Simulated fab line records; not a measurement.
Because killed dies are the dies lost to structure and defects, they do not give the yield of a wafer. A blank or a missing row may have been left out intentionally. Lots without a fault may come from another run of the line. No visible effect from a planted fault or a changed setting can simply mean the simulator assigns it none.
Which tool is to blame? :: flow nand-harc :: 42 wafers from 14 lots sampled at 5 of the route's 1159 steps

WHAT THE GAUGES READ, wafer by wafer
NHARC_END_SORT_01. Usual: killed-at-array 29, standard deviation 11; killed-at-other 0.6, standard deviation 0.89; killed-at-periphery 3.8, standard deviation 2.8; killed-dies 33, standard deviation 12; killed-open 3.5, standard deviation 1.9; killed-short 1.9, standard deviation 1.3.
lot: L358
measured: day 21 03:07
on: prober-01
killed-at-array: 30
killed-at-other: 0
killed-at-periphery: 6
killed-dies: 36
killed-open: 4
killed-short: 3
flag: 

lot: L367
measured: day 24 03:46
on: prober-01
killed-at-array: 17 14 21
killed-at-other: 0 0 0
killed-at-periphery: 1 4 1
killed-dies: 18 18 22
killed-open: 2 4 4
killed-short: 1 1 2
flag: 

WHICH TOOL RAN EACH LOT (tool, then ch and the chambers of the sampled wafers, then the start)
lot: L350
NHARC_P_GATE_DEGAS_109: pvd-sputter-02, day 5 08:17
NHARC_P_CONTACT_CMP_01: cmp-02 ch 1,2, day 5 10:26
NHARC_P_CONTACT_ETCH_18: rie-diel-11 ch 0,1, day 5 12:10 or earlier
NHARC_P_CONTACT_ETCH_31: rie-diel-11 ch 0,3, day 5 12:10

lot: L351
NHARC_P_GATE_DEGAS_109: pvd-sputter-01, day 5 09:12
NHARC_P_CONTACT_CMP_01: cmp-02 ch 1,2,3, day 5 11:04
NHARC_P_CONTACT_ETCH_18: rie-diel-08 ch 0,1,3, day 5 12:49 or earlier
NHARC_P_CONTACT_ETCH_31: rie-diel-08 ch 0,1,3, day 5 12:49

lot: L353
NHARC_P_GATE_DEGAS_109: pvd-sputter-03, day 5 22:08
NHARC_P_CONTACT_CMP_01: cmp-01 ch 0,1,3, day 5 23:54
NHARC_P_CONTACT_ETCH_18: rie-diel-08 ch 0,1,3, day 6 01:40 or earlier
NHARC_P_CONTACT_ETCH_31: rie-diel-08 ch 1,2,3, day 6 01:40

lot: L352
NHARC_P_GATE_DEGAS_109: pvd-sputter-02, day 5 22:31
NHARC_P_CONTACT_CMP_01: cmp-03 ch 1,2,3, day 6 00:23
NHARC_P_CONTACT_ETCH_18: rie-diel-11 ch 0,1,3, day 6 02:10 or earlier
NHARC_P_CONTACT_ETCH_31: rie-diel-11 ch 0,1,3, day 6 02:10

lot: L354
NHARC_P_GATE_DEGAS_109: pvd-sputter-03, day 6 13:40
NHARC_P_CONTACT_CMP_01: cmp-02 ch 0,2,3, day 6 15:23
NHARC_P_CONTACT_ETCH_18: rie-diel-11 ch 1,2,3, day 6 17:09 or earlier
NHARC_P_CONTACT_ETCH_31: rie-diel-11 ch 0,2,3, day 6 17:09

lot: L358
NHARC_P_GATE_DEGAS_109: pvd-sputter-02, day 7 14:50
NHARC_P_CONTACT_CMP_01: cmp-01 ch 1,2,3, day 7 16:35
NHARC_P_CONTACT_ETCH_18: rie-diel-08 ch 0,1,3, day 7 18:22 or earlier
NHARC_P_CONTACT_ETCH_31: rie-diel-08 ch 0,1,3, day 7 18:22

lot: L360
NHARC_P_GATE_DEGAS_109: pvd-sputter-03, day 8 03:26
NHARC_P_CONTACT_CMP_01: cmp-03 ch 1,2, day 8 05:12
NHARC_P_CONTACT_ETCH_18: rie-diel-08 ch 0,2, day 8 07:04 or earlier
NHARC_P_CONTACT_ETCH_31: rie-diel-08 ch 0,1, day 8 07:04

lot: L361
NHARC_P_GATE_DEGAS_109: pvd-sputter-01, day 8 19:36
NHARC_P_CONTACT_CMP_01: cmp-03 ch 0,2,3, day 8 21:20
NHARC_P_CONTACT_ETCH_18: rie-diel-08 ch 2,3, day 8 23:07 or earlier
NHARC_P_CONTACT_ETCH_31: rie-diel-08 ch 1,2,3, day 8 23:07

lot: L362
NHARC_P_GATE_DEGAS_109: pvd-sputter-01, day 8 20:53
NHARC_P_CONTACT_CMP_01: cmp-03 ch 0,2,3, day 8 22:41
NHARC_P_CONTACT_ETCH_18: rie-diel-08 ch 0,2,3, day 9 00:25 or earlier
NHARC_P_CONTACT_ETCH_31: rie-diel-08 ch 0,2,3, day 9 00:25

lot: L367
NHARC_P_GATE_DEGAS_109: pvd-sputter-02, day 9 16:08
NHARC_P_CONTACT_CMP_01: cmp-01 ch 1,3, day 9 18:16
NHARC_P_CONTACT_ETCH_18: rie-diel-11 ch 2,3, day 9 20:01 or earlier
NHARC_P_CONTACT_ETCH_31: rie-diel-11 ch 0,1, day 9 20:01

lot: L369
NHARC_P_GATE_DEGAS_109: pvd-sputter-03, day 10 00:52
NHARC_P_CONTACT_CMP_01: cmp-03 ch 1,3, day 10 03:16
NHARC_P_CONTACT_ETCH_18: rie-diel-11 ch 0,3, day 10 05:01 or earlier
NHARC_P_CONTACT_ETCH_31: rie-diel-11 ch 1,3, day 10 05:01

lot: L368
NHARC_P_GATE_DEGAS_109: pvd-sputter-03, day 10 01:22
NHARC_P_CONTACT_CMP_01: cmp-01 ch 0,1,3, day 10 03:24
NHARC_P_CONTACT_ETCH_18: rie-diel-05 ch 0,2, day 10 06:08 or earlier
NHARC_P_CONTACT_ETCH_31: rie-diel-05 ch 0,1,2, day 10 06:08

lot: L371
NHARC_P_GATE_DEGAS_109: pvd-sputter-02, day 10 11:02
NHARC_P_CONTACT_CMP_01: cmp-01 ch 0,1,2, day 10 13:01
NHARC_P_CONTACT_ETCH_18: rie-diel-11 ch 1,2, day 10 14:43 or earlier
NHARC_P_CONTACT_ETCH_31: rie-diel-11 ch 0,2, day 10 14:43

lot: L373
NHARC_P_GATE_DEGAS_109: pvd-sputter-03, day 11 03:49
NHARC_P_CONTACT_CMP_01: cmp-03 ch 0,1,2, day 11 05:36
NHARC_P_CONTACT_ETCH_18: rie-diel-11 ch 1,2,3, day 11 07:47 or earlier
NHARC_P_CONTACT_ETCH_31: rie-diel-11 ch 0,2,3, day 11 07:47
- NHARC_P_GATE_DEGAS_109: time 60 s.
- NHARC_P_CONTACT_CMP_01: polishes SiO2, target thk 200 nm.
- NHARC_P_CONTACT_ETCH_18: etches the open film in C4F8/O2/Ar, target depth 481 nm, time 240.5 s.
- NHARC_P_CONTACT_ETCH_31: etches the open film in CH3F/O2, target depth 30 nm, time 85.7 s.

AS READ BY THE TOOLS THEMSELVES (means over the sampled wafers that have a number; for cases with no such wafer, the mark the record gives instead)
NHARC_P_GATE_DEGAS_109. Usual: heater-power-w reads 476 W (standard deviation 39).
lot: L350
tool: pvd-sputter-02
heater-power-w (W): 480
flag: 

lot: L351
tool: pvd-sputter-01
heater-power-w (W): 472
flag: 

lot: L353
tool: pvd-sputter-03
heater-power-w (W): 451
flag: 

lot: L352
tool: pvd-sputter-02
heater-power-w (W): 487
flag: 

lot: L354
tool: pvd-sputter-03
heater-power-w (W): 460
flag: 

lot: L358
tool: pvd-sputter-02
heater-power-w (W): 482
flag: 

lot: L360
tool: pvd-sputter-03
heater-power-w (W): 453
flag: 

lot: L361
tool: pvd-sputter-01
heater-power-w (W): 500
flag: 

lot: L362
tool: pvd-sputter-01
heater-power-w (W): 508
flag: 

lot: L367
tool: pvd-sputter-02
heater-power-w (W): 481
flag: 

lot: L369
tool: pvd-sputter-03
heater-power-w (W): 448
flag: 

lot: L368
tool: pvd-sputter-03
heater-power-w (W): 494
flag: 

lot: L371
tool: pvd-sputter-02
heater-power-w (W): 471
flag: 

lot: L373
tool: pvd-sputter-03
heater-power-w (W): 456
flag: 

NHARC_P_CONTACT_CMP_01. Usual: motor-current-A reads 12.5 A (standard deviation 1.4).
lot: L350
tool: cmp-02
motor-current-A (A): 13.5
flag: 

lot: L351
tool: cmp-02
motor-current-A (A): 12.3
flag: 

lot: L353
tool: cmp-01
motor-current-A (A): 12.5
flag: 

lot: L352
tool: cmp-03
motor-current-A (A): 12.8
flag: 

lot: L354
tool: cmp-02
motor-current-A (A): 12.7
flag: 

lot: L358
tool: cmp-01
motor-current-A (A): 12.2
flag: 

lot: L360
tool: cmp-03
motor-current-A (A): 12.1
flag: 

lot: L361
tool: cmp-03
motor-current-A (A): 12.3
flag: 

lot: L362
tool: cmp-03
motor-current-A (A): 12.7
flag: 

lot: L367
tool: cmp-01
motor-current-A (A): 12.8
flag: 

lot: L369
tool: cmp-03
motor-current-A (A): 14.2
flag: 

lot: L368
tool: cmp-01
motor-current-A (A): 12.1
flag: 

lot: L371
tool: cmp-01
motor-current-A (A): 11.3
flag: 

lot: L373
tool: cmp-03
motor-current-A (A): 11.8
flag: 

NHARC_P_CONTACT_ETCH_18. Usual: oes-product-au 0.964 a.u., standard deviation 0.018; rf-fwd-power-W 598.0 W, standard deviation 1.8; rf-vpp-V 978 V, standard deviation 6.9.
lot: L350
tool: rie-diel-11
oes-product-au (a.u.): 0.974
rf-fwd-power-W (W): 598.1
rf-vpp-V (V): 984
flag: 

lot: L351
tool: rie-diel-08
oes-product-au (a.u.): 0.951
rf-fwd-power-W (W): 597.5
rf-vpp-V (V): 970
flag: 

lot: L353
tool: rie-diel-08
oes-product-au (a.u.): 0.966
rf-fwd-power-W (W): 598.3
rf-vpp-V (V): 970
flag: 

lot: L352
tool: rie-diel-11
oes-product-au (a.u.): 0.940
rf-fwd-power-W (W): 598.3
rf-vpp-V (V): 984
flag: 

lot: L354
tool: rie-diel-11
oes-product-au (a.u.): 0.967
rf-fwd-power-W (W): 596.9
rf-vpp-V (V): 984
flag: 

lot: L358
tool: rie-diel-08
oes-product-au (a.u.): 0.968
rf-fwd-power-W (W): 597.8
rf-vpp-V (V): 970
flag: 

lot: L360
tool: rie-diel-08
oes-product-au (a.u.): 0.959
rf-fwd-power-W (W): 598.6
rf-vpp-V (V): 979
flag: 

lot: L361
tool: rie-diel-08
oes-product-au (a.u.): 0.980
rf-fwd-power-W (W): 598.2
rf-vpp-V (V): 980
flag: 

lot: L362
tool: rie-diel-08
oes-product-au (a.u.): 0.976
rf-fwd-power-W (W): 597.8
rf-vpp-V (V): 975
flag: 

lot: L367
tool: rie-diel-11
oes-product-au (a.u.): 0.985
rf-fwd-power-W (W): 598.5
rf-vpp-V (V): 984
flag: 

lot: L369
tool: rie-diel-11
oes-product-au (a.u.): 0.970
rf-fwd-power-W (W): 597.7
rf-vpp-V (V): 985
flag: 

lot: L368
tool: rie-diel-05
oes-product-au (a.u.): 0.925
rf-fwd-power-W (W): 595.8
rf-vpp-V (V): 977
flag: 

lot: L371
tool: rie-diel-11
oes-product-au (a.u.): 0.973
rf-fwd-power-W (W): 598.9
rf-vpp-V (V): 982
flag: 

lot: L373
tool: rie-diel-11
oes-product-au (a.u.): 0.934
rf-fwd-power-W (W): 599.0
rf-vpp-V (V): 983
flag: 

NHARC_P_CONTACT_ETCH_31. Usual: value, then standard deviation, for each; drypump-motor-current-A 5.5 A / 0.43; mfc-ar-sccm 200.0 sccm / 0.6; oes-product-au 0.981 a.u. / 0.012; rf-fwd-power-W 496.0 W / 1.8; rf-vpp-V 244.1 V / 2; showerhead-plenum-p-Torr 2.45 Torr / 0.12; throttle-valve-pct 20.664 % / 0.0087.
lot: L350
tool: rie-diel-11
drypump-motor-current-A (A): 5.5
mfc-ar-sccm (sccm): 199.9
oes-product-au (a.u.): 0.979
rf-fwd-power-W (W): 495.9
rf-vpp-V (V): 246.4
showerhead-plenum-p-Torr (Torr): 2.58
throttle-valve-pct (%): 20.672
flag: 

lot: L351
tool: rie-diel-08
drypump-motor-current-A (A): 5.2
mfc-ar-sccm (sccm): 200.0
oes-product-au (a.u.): 0.967
rf-fwd-power-W (W): 494.3
rf-vpp-V (V): 241.8
showerhead-plenum-p-Torr (Torr): 2.32
throttle-valve-pct (%): 20.660
flag: 

lot: L353
tool: rie-diel-08
drypump-motor-current-A (A): 5.5
mfc-ar-sccm (sccm): 200.4
oes-product-au (a.u.): 0.976
rf-fwd-power-W (W): 496.0
rf-vpp-V (V): 244.2
showerhead-plenum-p-Torr (Torr): 2.40
throttle-valve-pct (%): 20.671
flag: 

lot: L352
tool: rie-diel-11
drypump-motor-current-A (A): 5.5
mfc-ar-sccm (sccm): 199.7
oes-product-au (a.u.): 0.963
rf-fwd-power-W (W): 499.1
rf-vpp-V (V): 246.1
showerhead-plenum-p-Torr (Torr): 2.58
throttle-valve-pct (%): 20.661
flag: 

lot: L354
tool: rie-diel-11
drypump-motor-current-A (A): 5.8
mfc-ar-sccm (sccm): 200.3
oes-product-au (a.u.): 0.982
rf-fwd-power-W (W): 496.2
rf-vpp-V (V): 246.6
showerhead-plenum-p-Torr (Torr): 2.55
throttle-valve-pct (%): 20.659
flag: 

lot: L358
tool: rie-diel-08
drypump-motor-current-A (A): 5.3
mfc-ar-sccm (sccm): 199.8
oes-product-au (a.u.): 0.666
rf-fwd-power-W (W): 495.3
rf-vpp-V (V): 241.5
showerhead-plenum-p-Torr (Torr): 2.31
throttle-valve-pct (%): 20.664
flag: OFF

lot: L360
tool: rie-diel-08
drypump-motor-current-A (A): 5.5
mfc-ar-sccm (sccm): 200.0
oes-product-au (a.u.): 0.676
rf-fwd-power-W (W): 496.0
rf-vpp-V (V): 241.9
showerhead-plenum-p-Torr (Torr): 2.31
throttle-valve-pct (%): 20.671
flag: OFF

lot: L361
tool: rie-diel-08
drypump-motor-current-A (A): 5.5
mfc-ar-sccm (sccm): 199.4
oes-product-au (a.u.): 0.671
rf-fwd-power-W (W): 495.3
rf-vpp-V (V): 243.9
showerhead-plenum-p-Torr (Torr): 2.40
throttle-valve-pct (%): 20.661
flag: OFF

lot: L362
tool: rie-diel-08
drypump-motor-current-A (A): 5.2
mfc-ar-sccm (sccm): 200.6
oes-product-au (a.u.): 0.673
rf-fwd-power-W (W): 494.0
rf-vpp-V (V): 242.6
showerhead-plenum-p-Torr (Torr): 2.39
throttle-valve-pct (%): 20.664
flag: OFF

lot: L367
tool: rie-diel-11
drypump-motor-current-A (A): 5.7
mfc-ar-sccm (sccm): 199.8
oes-product-au (a.u.): 0.976
rf-fwd-power-W (W): 495.1
rf-vpp-V (V): 245.8
showerhead-plenum-p-Torr (Torr): 2.57
throttle-valve-pct (%): 20.657
flag: 

lot: L369
tool: rie-diel-11
drypump-motor-current-A (A): 5.3
mfc-ar-sccm (sccm): 200.1
oes-product-au (a.u.): 0.985
rf-fwd-power-W (W): 496.5
rf-vpp-V (V): 246.4
showerhead-plenum-p-Torr (Torr): 2.58
throttle-valve-pct (%): 20.651
flag: 

lot: L368
tool: rie-diel-05
drypump-motor-current-A (A): 5.8
mfc-ar-sccm (sccm): 199.2
oes-product-au (a.u.): 0.964
rf-fwd-power-W (W): 495.2
rf-vpp-V (V): 243.4
showerhead-plenum-p-Torr (Torr): 2.40
throttle-valve-pct (%): 20.667
flag: 

lot: L371
tool: rie-diel-11
drypump-motor-current-A (A): 6.1
mfc-ar-sccm (sccm): 200.6
oes-product-au (a.u.): 0.985
rf-fwd-power-W (W): 495.5
rf-vpp-V (V): 245.2
showerhead-plenum-p-Torr (Torr): 2.51
throttle-valve-pct (%): 20.655
flag: 

lot: L373
tool: rie-diel-11
drypump-motor-current-A (A): 5.8
mfc-ar-sccm (sccm): 200.5
oes-product-au (a.u.): 0.959
rf-fwd-power-W (W): 495.5
rf-vpp-V (V): 245.5
showerhead-plenum-p-Torr (Torr): 2.55
throttle-valve-pct (%): 20.671
flag: 

THE ANSWER, worked out from the rows above alone
Rule: a lot counts as off when the mean over its wafers that have a number is more than 3 standard deviations away from the usual mean. Also off: a lot with no number at a reading for which 4 or more lots have one. The other lots that the step has rows for count as sound. The gauges are gone through in route order, then the tools' own readings, and for those a lot's mean is taken as printed above. At the first step where some lot is off, the reading lying furthest off is the one used; lots without a number count as furthest.
Off: L358, L360, L361, L362 (NHARC_P_CONTACT_ETCH_31, oes-product-au).
If a tool, at that step or one of the process steps before it, ran each lot that is off and ran no sound lot following the first of them, it fits. NHARC_P_CONTACT_ETCH_18: start missing for some lots; hours and lot order therefore follow NHARC_P_CONTACT_ETCH_31. One fits: NHARC_P_CONTACT_ETCH_18 and NHARC_P_CONTACT_ETCH_31 on rie-diel-08. At NHARC_P_CONTACT_ETCH_18 its last sound lot is L353 (day 6 01:40), its first lot that is off L358 (day 7 18:22): a fault that began between those two fits.

WHAT THE SIMULATOR HAD PUT IN
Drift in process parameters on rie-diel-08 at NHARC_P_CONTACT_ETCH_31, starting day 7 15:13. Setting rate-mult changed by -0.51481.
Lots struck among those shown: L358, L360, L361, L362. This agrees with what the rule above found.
